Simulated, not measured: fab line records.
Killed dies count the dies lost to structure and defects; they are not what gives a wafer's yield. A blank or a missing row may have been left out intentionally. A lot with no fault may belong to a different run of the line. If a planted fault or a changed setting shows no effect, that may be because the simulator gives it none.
Struck lot and sound lot, side by side + flow nand-harc + 15 steps out of a route of 1159
Sound: wafers L594.3, L594.4, L594.6. Struck: wafer L604.2. (L604.4, L604.6 of the same lot were not struck and are left out.) The cause comes at the end.
Per side, at each step with rows, come the tool, then ch with its chambers, and then its first start. Under that, the readings that differ: sound wafers + struck wafers + difference of the means + sigmas: that difference in standard deviations of wafers without a fault.
alike: same words and numbers on both sides, and readings whose means sit less than 2 such deviations apart. not compared: any withheld reading, any reading some wafer has no value for, any bound like >300 that may hide the same value, and any number with overlapping values for which the record gives no deviation.
A row with sigmas, a row that says differs or no value, or rows on one side alone: a step with any of these is where the two part. Numbers that don't overlap but have no deviation are shown without sigmas and don't part them. A reading missing from all wafers of one side parts the sides only when that side holds two or more wafers.

NHARC_P_CONTACT_DESCUM_17: chemistry O2, time 3 s.
  sound on rie-diel-05 ch 0,3, day 5 12:25; struck on rie-diel-05 ch 1, day 8 21:39
  alike: chamber-pressure-mTorr, drypump-motor-current-A, oes-product-au, rf-vpp-V, showerhead-plenum-p-Torr, throttle-valve-pct
  not compared: rf-hours-counter-h
NHARC_P_CONTACT_ETCH_35: etches the open film in CF4, target depth 39 nm, time 65 s.
  sound on rie-diel-05 ch 0,1,3, day 5 12:31; struck on rie-diel-05 ch 0, day 8 21:44
  alike: chamber-pressure-mTorr, drypump-motor-current-A, oes-product-au, rf-vpp-V, showerhead-plenum-p-Torr, throttle-valve-pct
  not compared: rf-hours-counter-h
NHARC_P_CONTACT_ETCH_36: etches the open film in N2/H2, target depth 260 nm, time 406.25 s.
  sound on rie-diel-05 ch 0,3; struck on rie-diel-05 ch 1
  alike: chamber-pressure-mTorr, drypump-motor-current-A, oes-product-au, rf-vpp-V, showerhead-plenum-p-Torr, throttle-valve-pct
  not compared: rf-hours-counter-h
then, 2 steps without rows for these wafers: NHARC_P_CONTACT_ETCH_18 (etches the open film in C4F8/O2/Ar, target depth 481 nm, time 240.5 s); NHARC_P_CONTACT_STRIP_37 (strips in C4F8/O2/Ar).
NHARC_P_CONTACT_ETCH_31: etches the open film in CH3F/O2, target depth 30 nm, time 85.7 s.
  sound on rie-diel-05 ch 0,1; struck on rie-diel-05 ch 0
| reading                | sound                | struck | difference | sigmas |
|------------------------|----------------------|--------|------------|--------|
| throttle-valve-pct (%) | 20.681 20.668 20.677 | 20.651 | -0.024     | -3     |
  alike: ch3f-flow-sccm, chamber-pressure-mTorr, drypump-motor-current-A, oes-product-au, rf-vpp-V, showerhead-plenum-p-Torr
  not compared: rf-hours-counter-h
NHARC_P_CONTACT_CD_MEAS_19:
  sound on cd-sem-03, day 5 13:18; struck on cd-sem-03, day 8 22:35
  alike: cd-nm
then, 2 steps without rows for these wafers: NHARC_P_CONTACT_STRIP_28 (strips in O2); NHARC_P_CONTACT_STRIP_29 (strips in post etch residue remover, time 1200 s).
NHARC_P_CONTACT_DEGAS_38: time 60 s.
  sound on pvd-sputter-01, day 5 14:01; struck on pvd-sputter-02, day 8 23:20
  alike: heater-power-w
then, 2 steps without rows for these wafers: NHARC_P_CONTACT_PRE_CLEAN_39 (time 19.5 s); NHARC_P_CONTACT_PVD_32 (deposits Ti, target thk 5 nm, time 17.7 s).
NHARC_P_CONTACT_ALD_22: deposits TiN, target thk 3 nm, pulse time 1 s, ald cycles 150.
  sound on ald-metal-03 ch 2,3, day 5 14:15; struck on ald-metal-03 ch 2, day 8 23:37
| reading    | sound       | struck | difference | sigmas |
|------------|-------------|--------|------------|--------|
| ald-cycles | 150 150 150 | 76     | -74        |        |
  alike: heater-power-w, precursor-pulse-height-rel
then, 1 step without rows for these wafers: NHARC_P_CONTACT_CVD_23 (deposits W, target thk 200 nm, time 557 s).
-- jump in the record: it breaks off in module P_CONTACT and resumes in module END (first step shown: number 1159 of the route), and 14 days separate the struck wafers' starts before and after --
NHARC_END_SORT_01:
  here the record holds rows for the struck wafers (prober-01 ch 0, day 22 18:50) but none for the sound ones

## WHERE THEY PART
Earliest at NHARC_P_CONTACT_ETCH_31; latest, in this record, at NHARC_END_SORT_01.

WHY: what the simulator had put in
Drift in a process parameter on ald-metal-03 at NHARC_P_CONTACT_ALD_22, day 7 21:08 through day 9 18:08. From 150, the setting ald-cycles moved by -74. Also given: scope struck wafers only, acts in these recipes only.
